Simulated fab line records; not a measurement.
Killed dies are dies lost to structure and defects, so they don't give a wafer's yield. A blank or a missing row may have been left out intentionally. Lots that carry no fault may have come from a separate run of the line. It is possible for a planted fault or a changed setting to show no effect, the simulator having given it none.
Which tool did it?    flow n5_finfet    Sampling: 24 lots, 72 wafers, 6 of 1938 route steps

WHAT THE GAUGES READ, wafer by wafer
The record holds no reading of a measuring or inspecting step that can be judged against a usual standard deviation.

EACH LOT AND THE TOOL THAT RAN IT (in order: tool; ch and the chambers of the sampled wafers; start)
lot   N5_BEOL_M0_ANNEAL_133         N5_BEOL_M0_SPUTTER_134        N5_BEOL_M0_ANNEAL_119             N5_BEOL_M1_ETCH_74                  N5_BEOL_M1_ALD_98                  N5_BEOL_M1_ANNEAL_49
L074  pvd_sputter-03, day 6 02:05   pvd_sputter-03, day 6 02:08   rtp_anneal-02 ch 0, day 6 02:26   rie_diel-03 ch 0,1, day 6 05:08     ald_sin-01 ch 0,1, day 6 06:14     pvd_sputter-03, day 6 12:05
L075  pvd_sputter-03, day 6 06:57   pvd_sputter-03, day 6 06:59   rtp_anneal-02 ch 0, day 6 07:19   rie_diel-03 ch 1,3, day 6 09:25     ald_sin-02 ch 1,3, day 6 11:15     pvd_sputter-03, day 6 14:23
L076  pvd_sputter-01, day 6 08:15   pvd_sputter-01, day 6 08:17   rtp_anneal-02 ch 0, day 6 08:39   rie_diel-02 ch 0,1,2, day 6 11:34   ald_sin-04 ch 0,2,3, day 6 12:32   pvd_sputter-03, day 6 17:41
L077  pvd_sputter-03, day 6 17:17   pvd_sputter-03, day 6 17:20   rtp_anneal-01 ch 0, day 6 17:56   rie_diel-03 ch 0,2, day 6 20:59     ald_sin-02 ch 0,1,2, day 6 21:58   pvd_sputter-03, day 7 00:47
L078  pvd_sputter-01, day 6 23:28   pvd_sputter-01, day 6 23:30   rtp_anneal-01 ch 0, day 6 23:49   rie_diel-02 ch 0,2,3, day 7 03:41   ald_sin-04 ch 0,2,3, day 7 04:47   pvd_sputter-02, day 7 06:18
L079  pvd_sputter-02, day 7 02:59   pvd_sputter-02, day 7 03:01   rtp_anneal-01 ch 0, day 7 03:25   rie_diel-01 ch 1,2,3, day 7 05:34   ald_sin-02 ch 0,2, day 7 07:05     pvd_sputter-03, day 7 14:08
L080  pvd_sputter-01, day 7 06:11   pvd_sputter-01, day 7 06:13   rtp_anneal-01 ch 0, day 7 06:35   rie_diel-02 ch 0,1,2, day 7 10:15   ald_sin-02 ch 0,1,2, day 7 11:44   pvd_sputter-03, day 7 16:04
L081  pvd_sputter-03, day 7 19:16   pvd_sputter-03, day 7 19:18   rtp_anneal-02 ch 0, day 7 20:14   rie_diel-02 ch 0,1,2, day 7 22:43   ald_sin-02 ch 1,2,3, day 8 00:04   pvd_sputter-02, day 8 04:09
L082  pvd_sputter-02, day 7 19:28   pvd_sputter-02, day 7 19:30   rtp_anneal-01 ch 0, day 7 20:19   rie_diel-01 ch 1,2,3, day 7 23:16   ald_sin-02 ch 0,2,3, day 8 00:23   pvd_sputter-03, day 8 07:50
L083  pvd_sputter-02, day 8 03:50   pvd_sputter-02, day 8 03:52   rtp_anneal-02 ch 0, day 8 04:11   rie_diel-02 ch 1,2,3, day 8 06:43   ald_sin-02 ch 1,2,3, day 8 07:43   pvd_sputter-03, day 8 12:54
L084  pvd_sputter-03, day 8 12:29   pvd_sputter-03, day 8 12:31   rtp_anneal-01 ch 0, day 8 13:06   rie_diel-01 ch 0,2,3, day 8 15:02   ald_sin-04 ch 0,2,3, day 8 17:52   pvd_sputter-03, day 8 19:34
L086  pvd_sputter-03, day 9 05:28   pvd_sputter-03, day 9 05:30   rtp_anneal-02 ch 0, day 9 06:01   rie_diel-01 ch 1,2,3, day 9 07:59   ald_sin-04 ch 0,2,3, day 9 09:21   pvd_sputter-02, day 9 13:41
L085  pvd_sputter-03, day 9 05:54   pvd_sputter-03, day 9 05:56   rtp_anneal-01 ch 0, day 9 06:21   rie_diel-02 ch 0,2,3, day 9 08:30   ald_sin-04 ch 0,3, day 9 09:28     pvd_sputter-01, day 9 14:31
L087  pvd_sputter-02, day 9 13:11   pvd_sputter-02, day 9 13:14   rtp_anneal-02 ch 0, day 9 13:35   rie_diel-02 ch 0,2,3, day 9 16:38   ald_sin-02 ch 1,2, day 9 17:40     pvd_sputter-02, day 9 23:25
L088  pvd_sputter-02, day 9 17:11   pvd_sputter-02, day 9 17:14   rtp_anneal-02 ch 0, day 9 17:38   rie_diel-02 ch 0,1,3, day 9 20:25   ald_sin-04 ch 1,2,3, day 9 21:23   pvd_sputter-03, day 10 02:42
L089  pvd_sputter-02, day 9 23:06   pvd_sputter-02, day 9 23:08   rtp_anneal-02 ch 0, day 9 23:29   rie_diel-01 ch 1,2,3, day 10 02:07  ald_sin-01 ch 0,1, day 10 03:24    pvd_sputter-03, day 10 05:08
L090  pvd_sputter-02, day 10 03:06  pvd_sputter-02, day 10 03:08  rtp_anneal-02 ch 0, day 10 03:54  rie_diel-01 ch 0,3, day 10 07:22    ald_sin-02 ch 1,3, day 10 08:51    pvd_sputter-01, day 10 10:25
L091  pvd_sputter-03, day 10 04:49  pvd_sputter-03, day 10 04:52  rtp_anneal-01 ch 0, day 10 05:16  rie_diel-02 ch 0,2,3, day 10 07:36  ald_sin-02 ch 0,2,3, day 10 09:05  pvd_sputter-02, day 10 10:45
L092  pvd_sputter-01, day 10 09:46  pvd_sputter-01, day 10 09:49  rtp_anneal-02 ch 0, day 10 10:08  rie_diel-01 ch 0,1,3, day 10 13:11  ald_sin-04 ch 0,1, day 10 14:10    pvd_sputter-02, day 10 16:07
L093  pvd_sputter-03, day 11 00:47  pvd_sputter-03, day 11 00:50  rtp_anneal-02 ch 0, day 11 01:17  rie_diel-03 ch 2,3, day 11 04:44    ald_sin-01 ch 0,2, day 11 05:55    pvd_sputter-01, day 11 09:43
L094  pvd_sputter-02, day 11 05:07  pvd_sputter-02, day 11 05:10  rtp_anneal-01 ch 0, day 11 05:32  rie_diel-01 ch 0,2, day 11 08:41    ald_sin-04 ch 0,1,3, day 11 09:58  pvd_sputter-03, day 11 12:47
L095  pvd_sputter-03, day 11 06:52  pvd_sputter-03, day 11 06:55  rtp_anneal-01 ch 0, day 11 07:14  rie_diel-01 ch 0,1, day 11 09:21    ald_sin-04 ch 1,2, day 11 10:35    pvd_sputter-02, day 11 20:50
L096  pvd_sputter-02, day 11 18:29  pvd_sputter-02, day 11 18:32  rtp_anneal-01 ch 0, day 11 18:56  rie_diel-03 ch 0,3, day 11 21:10    ald_sin-04 ch 0,3, day 11 22:16    pvd_sputter-02, day 12 00:31
L097  pvd_sputter-01, day 11 21:15  pvd_sputter-01, day 11 21:17  rtp_anneal-01 ch 0, day 11 21:43  rie_diel-03 ch 0,1,2, day 12 00:27  ald_sin-01 ch 0,2, day 12 01:41    pvd_sputter-03, day 12 04:19
- N5_BEOL_M0_ANNEAL_133: time 60 s.
- N5_BEOL_M0_SPUTTER_134: material Cu, target thk 4 nm, time 7.37 s.
- N5_BEOL_M0_ANNEAL_119: time 90 s.
- N5_BEOL_M1_ETCH_74: etches underlayer in N2/H2, target depth 6.5 nm, time 5.2 s.
- N5_BEOL_M1_ALD_98: deposits SiO2, target thk 2.5 nm, pulse time 1 s, co reactant pulse time 1 s.
- N5_BEOL_M1_ANNEAL_49: time 240 s.

WHAT THE TOOLS THEMSELVES READ (means of the sampled wafers that have a number; where no wafer has one, the mark that the record gives instead)
N5_BEOL_M0_ANNEAL_133.
lot   tool            heater_power_w (W)  susceptor_temp_C_max
L074  pvd_sputter-03  757                 401.4
L075  pvd_sputter-03  765                 401.4
L076  pvd_sputter-01  788                 400.7
L077  pvd_sputter-03  801                 401.1
L078  pvd_sputter-01  795                 400.8
L079  pvd_sputter-02  893                 400.6
L080  pvd_sputter-01  867                 400.7
L081  pvd_sputter-03  770                 401.2
L082  pvd_sputter-02  854                 400.9
L083  pvd_sputter-02  870                 401.0
L084  pvd_sputter-03  754                 401.3
L086  pvd_sputter-03  790                 400.9
L085  pvd_sputter-03  774                 401.5
L087  pvd_sputter-02  911                 400.7
L088  pvd_sputter-02  889                 401.0
L089  pvd_sputter-02  827                 400.8
L090  pvd_sputter-02  894                 400.9
L091  pvd_sputter-03  788                 400.8
L092  pvd_sputter-01  811                 400.9
L093  pvd_sputter-03  749                 401.2
L094  pvd_sputter-02  862                 401.1
L095  pvd_sputter-03  785                 401.1
L096  pvd_sputter-02  846                 400.9
L097  pvd_sputter-01  851                 400.5

N5_BEOL_M0_SPUTTER_134.
lot   tool            chamber_pressure_pa (Pa)  substrate_temp_c (C)  throttle_valve_pct (%)
L074  pvd_sputter-03  0.07                      -19.99                29.1
L075  pvd_sputter-03  0.07                      -19.92                29.1
L076  pvd_sputter-01  0.07                      -19.98                29.2
L077  pvd_sputter-03  0.07                      -19.85                29.8
L078  pvd_sputter-01  0.07                      -20.11                29.0
L079  pvd_sputter-02  0.07                      -19.93                30.0
L080  pvd_sputter-01  0.07                      -19.89                29.3
L081  pvd_sputter-03  0.07                      -20.00                29.9
L082  pvd_sputter-02  0.07                      -19.95                30.0
L083  pvd_sputter-02  0.07                      -19.92                30.2
L084  pvd_sputter-03  0.07                      -20.17                29.0
L086  pvd_sputter-03  0.07                      -20.02                30.0
L085  pvd_sputter-03  0.07                      -20.14                29.2
L087  pvd_sputter-02  0.07                      -20.00                30.4
L088  pvd_sputter-02  0.07                      -19.95                30.8
L089  pvd_sputter-02  0.07                      -19.93                29.3
L090  pvd_sputter-02  0.07                      -19.97                30.8
L091  pvd_sputter-03  0.07                      -20.03                29.9
L092  pvd_sputter-01  0.07                      -19.88                29.7
L093  pvd_sputter-03  0.07                      -19.96                29.2
L094  pvd_sputter-02  0.07                      -19.97                30.0
L095  pvd_sputter-03  0.07                      -19.91                29.7
L096  pvd_sputter-02  0.07                      -20.07                29.7
L097  pvd_sputter-01  0.07                      -20.00                29.3

N5_BEOL_M0_ANNEAL_119.
lot   tool           anneal_temp_c (C)  wafer_temp_C_max
L074  rtp_anneal-02  225.18             226.70
L075  rtp_anneal-02  224.96             226.21
L076  rtp_anneal-02  224.94             225.84
L077  rtp_anneal-01  224.88             225.90
L078  rtp_anneal-01  225.22             225.77
L079  rtp_anneal-01  225.05             226.07
L080  rtp_anneal-01  225.09             225.99
L081  rtp_anneal-02  224.97             226.27
L082  rtp_anneal-01  224.92             226.16
L083  rtp_anneal-02  224.77             226.32
L084  rtp_anneal-01  225.09             225.83
L086  rtp_anneal-02  225.08             226.32
L085  rtp_anneal-01  224.98             226.02
L087  rtp_anneal-02  225.00             226.28
L088  rtp_anneal-02  224.85             225.91
L089  rtp_anneal-02  224.93             226.22
L090  rtp_anneal-02  225.00             226.10
L091  rtp_anneal-01  224.99             225.83
L092  rtp_anneal-02  225.11             226.21
L093  rtp_anneal-02  225.30             226.15
L094  rtp_anneal-01  225.07             226.04
L095  rtp_anneal-01  224.90             225.97
L096  rtp_anneal-01  224.90             225.82
L097  rtp_anneal-01  224.88             225.87

N5_BEOL_M1_ETCH_74.
lot   tool         chamber_pressure_mTorr (mTorr)  drypump_motor_current_A (A)  etch_rf_on_time_s (s)  oes_product_au (a.u.)  rf_vpp_V (V)  showerhead_plenum_p_Torr (Torr)  throttle_valve_pct (%)
L074  rie_diel-03  29.98                           6.5                          5.33                   0.65                   524.9         2.60                             17.95
L075  rie_diel-03  29.98                           6.0                          5.34                   0.63                   527.5         2.65                             17.95
L076  rie_diel-02  30.00                           5.8                          5.20                   0.63                   524.0         2.57                             17.88
L077  rie_diel-03  30.01                           6.1                          5.30                   0.70                   524.2         2.55                             17.85
L078  rie_diel-02  30.03                           5.7                          5.21                   0.61                   523.2         2.52                             17.98
L079  rie_diel-01  29.98                           6.0                          5.26                   0.66                   525.8         2.62                             17.66
L080  rie_diel-02  30.00                           5.8                          5.27                   0.62                   524.1         2.56                             17.88
L081  rie_diel-02  30.02                           5.8                          5.26                   0.61                   523.0         2.56                             17.90
L082  rie_diel-01  30.00                           6.0                          5.20                   0.66                   525.7         2.61                             17.68
L083  rie_diel-02  30.03                           6.0                          5.21                   0.70                   524.5         2.60                             17.76
L084  rie_diel-01  30.07                           5.9                          5.16                   0.68                   525.1         2.58                             17.75
L086  rie_diel-01  29.98                           6.0                          5.20                   0.65                   525.6         2.61                             17.68
L085  rie_diel-02  30.02                           5.8                          5.22                   0.67                   525.6         2.62                             17.87
L087  rie_diel-02  30.01                           5.7                          5.22                   0.67                   525.9         2.62                             17.88
L088  rie_diel-02  29.99                           5.5                          5.13                   0.68                   526.1         2.62                             17.67
L089  rie_diel-01  30.05                           6.0                          5.20                   0.65                   526.3         2.61                             17.70
L090  rie_diel-01  30.02                           6.0                          5.02                   0.72                   523.5         2.56                             17.82
L091  rie_diel-02  29.97                           5.7                          5.25                   0.66                   525.9         2.62                             17.89
L092  rie_diel-01  29.97                           6.0                          5.16                   0.71                   525.3         2.59                             17.74
L093  rie_diel-03  30.00                           5.3                          5.26                   0.69                   523.9         2.54                             17.76
L094  rie_diel-01  30.00                           5.7                          5.20                   0.65                   524.5         2.61                             17.69
L095  rie_diel-01  29.99                           5.9                          5.15                   0.72                   527.3         2.64                             17.68
L096  rie_diel-03  30.02                           6.4                          5.33                   0.62                   524.6         2.58                             18.09
L097  rie_diel-03  29.99                           5.9                          5.24                   0.64                   523.8         2.55                             17.86

N5_BEOL_M1_ALD_98.
lot   tool        heater_power_w (W)  precursor_pulse_height_rel
L074  ald_sin-01  82                  1.003
L075  ald_sin-02  78                  1.016
L076  ald_sin-04  79                  0.999
L077  ald_sin-02  85                  0.993
L078  ald_sin-04  79                  0.977
L079  ald_sin-02  87                  0.997
L080  ald_sin-02  86                  1.018
L081  ald_sin-02  78                  0.981
L082  ald_sin-02  84                  0.985
L083  ald_sin-02  79                  1.011
L084  ald_sin-04  79                  0.990
L086  ald_sin-04  80                  1.003
L085  ald_sin-04  81                  1.001
L087  ald_sin-02  80                  1.020
L088  ald_sin-04  74                  1.011
L089  ald_sin-01  81                  0.982
L090  ald_sin-02  79                  1.005
L091  ald_sin-02  85                  0.983
L092  ald_sin-04  81                  0.985
L093  ald_sin-01  76                  1.011
L094  ald_sin-04  76                  1.013
L095  ald_sin-04  71                  1.006
L096  ald_sin-04  80                  1.000
L097  ald_sin-01  75                  1.001

N5_BEOL_M1_ANNEAL_49.
lot   tool            heater_power_w (W)  susceptor_temp_C_max
L074  pvd_sputter-03  739                 401.3
L075  pvd_sputter-03  813                 401.0
L076  pvd_sputter-03  764                 401.3
L077  pvd_sputter-03  771                 401.8
L078  pvd_sputter-02  854                 400.8
L079  pvd_sputter-03  762                 401.2
L080  pvd_sputter-03  785                 401.3
L081  pvd_sputter-02  863                 400.7
L082  pvd_sputter-03  766                 401.0
L083  pvd_sputter-03  812                 401.1
L084  pvd_sputter-03  795                 401.0
L086  pvd_sputter-02  884                 400.8
L085  pvd_sputter-01  773                 401.3
L087  pvd_sputter-02  826                 400.9
L088  pvd_sputter-03  770                 401.3
L089  pvd_sputter-03  754                 400.9
L090  pvd_sputter-01  889                 400.6
L091  pvd_sputter-02  837                 401.0
L092  pvd_sputter-02  898                 400.7
L093  pvd_sputter-01  801                 401.1
L094  pvd_sputter-03  765                 401.2
L095  pvd_sputter-02  850                 401.0
L096  pvd_sputter-02  866                 400.8
L097  pvd_sputter-03  809                 400.8

THE ANSWER, worked out from the rows above alone
Rule: usual is defined by the lots themselves. Put in order of their means at a reading, lots are off if they are a third of the lots or fewer, leave a main group of 4 or more, and stand apart from it by a gap of 3 or more times the standard deviation of the main group's means; of several such gaps the widest counts. A main group whose means are all the same, to the digits that the tables above print for the reading, isn't used. Also off: a lot with no number at a reading for which 4 or more lots have one. Where the step has rows for the other lots, those lots are counted as sound. The gauges are gone through in route order, then the tools' own readings, and for those a lot's mean is taken as printed above. At the first step where some lot is off, the reading lying furthest off is the one used; lots without a number count as furthest.
None of the lots is off at any reading shown; this tells nothing.

WHAT HAD BEEN PUT IN BY THE SIMULATOR
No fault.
